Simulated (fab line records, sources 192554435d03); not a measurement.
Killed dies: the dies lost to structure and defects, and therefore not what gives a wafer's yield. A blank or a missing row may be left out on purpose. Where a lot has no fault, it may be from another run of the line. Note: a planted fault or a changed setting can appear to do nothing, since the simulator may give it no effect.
Matching of chambers | flow n5-finfet | N5_HKMG_FIN_ALD_75 on ald-hk-02: 4 sister chambers
The step deposits Al2O3, target thk 1 nm, co reactant pulse time 1 s. 16 wafers are shown with their chamber, then 8 later ones without.

WAFERS WITH THEIR CHAMBER
wafer  | chamber | heater-power-w (W) | precursor-pulse-height-rel
L074.1 | 1       | 177                | 0.950
L074.4 | 2       | 159                | 1.029
L074.6 | 1       | 171                | 0.978
L079.2 | 0       | 133                | 0.991
L079.5 | 1       | 172                | 1.009
L079.6 | 0       | 131                | 1.027
L082.1 | 3       | 149                | 0.980
L082.3 | 1       | 173                | 1.023
L082.4 | 0       | 130                | 0.977
L085.2 | 0       | 130                | 1.011
L085.4 | 2       | 161                | 1.004
L085.5 | 0       | 134                | 1.042
L086.1 | 2       | 162                | 1.000
L086.2 | 1       | 175                | 0.969
L086.3 | 0       | 130                | 0.983
L088.1 | 2       | 164                | 0.989

SIGNATURES (averages over the wafers above)
reading                    | chamber 0 | chamber 1 | chamber 2 | chamber 3 | scatter within a chamber
heater-power-w             | 131.33    | 173.60    | 161.50    | 149.00    | 2.07
precursor-pulse-height-rel | 1.00517   | 0.98580   | 1.00550   | 0.98000   | 0.0254
Rule: for each reading, subtract the chamber's mean from the wafer's reading, divide by that reading's scatter and square the result; add these up over the readings and take the root, which gives the wafer's distance from the chamber. The wafer belongs to the nearest chamber; if the next one is less than 2 further off, it can't be placed. The scatter: take each reading less its chamber's mean, square it, sum over the shown wafers, divide by the number of wafers less the number of chambers, and take the root.

WAFERS WITHOUT THEIR CHAMBER
wafer  | heater-power-w (W) | precursor-pulse-height-rel
L088.3 | 130                | 0.986
L088.4 | 143                | 0.968
L089.1 | 133                | 0.988
L089.3 | 175                | 1.009
L089.6 | 176                | 1.002
L092.2 | 167                | 1.041
L092.3 | 173                | 0.987
L092.5 | 156                | 0.994

THE CHAMBER EACH PASSED THROUGH
wafer  | from the rows above     | in truth
L088.3 | 0                       | 0
L088.4 | 3                       | 3
L089.1 | 0                       | 0
L089.3 | 1                       | 1
L089.6 | 1                       | 1
L092.2 | can't be placed: 2 or 1 | 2
L092.3 | 1                       | 1
L092.5 | can't be placed: 2 or 3 | 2
6 of 8 placed correctly. Unplaceable from these rows: 2, with the true chamber sitting among the candidates in 2. Placed wrongly: 0.
